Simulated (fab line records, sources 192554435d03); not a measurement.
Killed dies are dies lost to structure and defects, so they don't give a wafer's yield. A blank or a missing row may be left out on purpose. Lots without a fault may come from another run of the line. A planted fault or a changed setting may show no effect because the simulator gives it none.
One fault seen from 2 desks | flow n5_finfet | each desk has only its own numbers; what lay behind them comes last

THE METROLOGY DESK
What the gauges read, lot by lot, whatever tool the lot ran on: means of the sampled wafers that have a number. A lot is out of limits, marked OUT, if its mean lies more than 4 standard deviations from the usual mean; the brackets give that distance.
Columns: A = HK_THK at N5_HKMG_FIN_THK_MEAS_70, usual 1.604 nm
lot  | first seen here | A
L340 | day 4 03:01     | 1.602
L342 | day 4 13:55     | 1.609
L346 | day 5 13:44     | 1.619
L347 | day 6 01:31     | 1.593
L348 | day 6 05:05     | 1.600
L350 | day 6 19:36     | 1.597
L351 | day 6 23:05     | 1.603
L356 | day 8 02:02     | 1.622
L359 | day 8 22:51     | 1.607
L361 | day 9 14:05     | 1.618
L363 | day 9 22:29     | 1.626
L362 | day 9 23:14     | 1.597
This desk's finding: nothing out of limits on any of the 12 lots.

THE TOOL OWNER'S DESK: wet_bench-06
The tool's own readings at N5_HKMG_FIN_WET_ETCH_18 (etches TiN in SC1, time 55 s, target depth 5.2 nm, rinse time 30 s): means of the sampled wafers that have a number, for each lot that ran on this tool. A lot is out of limits, marked OUT, if its mean lies more than 4 standard deviations from the usual mean; the brackets give that distance.
Columns: A = h2o2_flow_mL_min at N5_HKMG_FIN_WET_ETCH_18, usual 214.4
lot  | first seen here | A
L340 | day 4 04:30     | 214.6
L346 | day 5 15:06     | 214.2
L351 | day 7 01:22     | 214.3
L356 | day 8 03:43     | 214.1
L359 | day 9 00:22     | 214.9
This desk's finding: nothing out of limits on any of the 5 lots.

PUT TOGETHER
The metrology desk saw nothing out of limits.
The tool owner's desk saw nothing out of limits.

WHAT THE SIMULATOR HAD PUT IN
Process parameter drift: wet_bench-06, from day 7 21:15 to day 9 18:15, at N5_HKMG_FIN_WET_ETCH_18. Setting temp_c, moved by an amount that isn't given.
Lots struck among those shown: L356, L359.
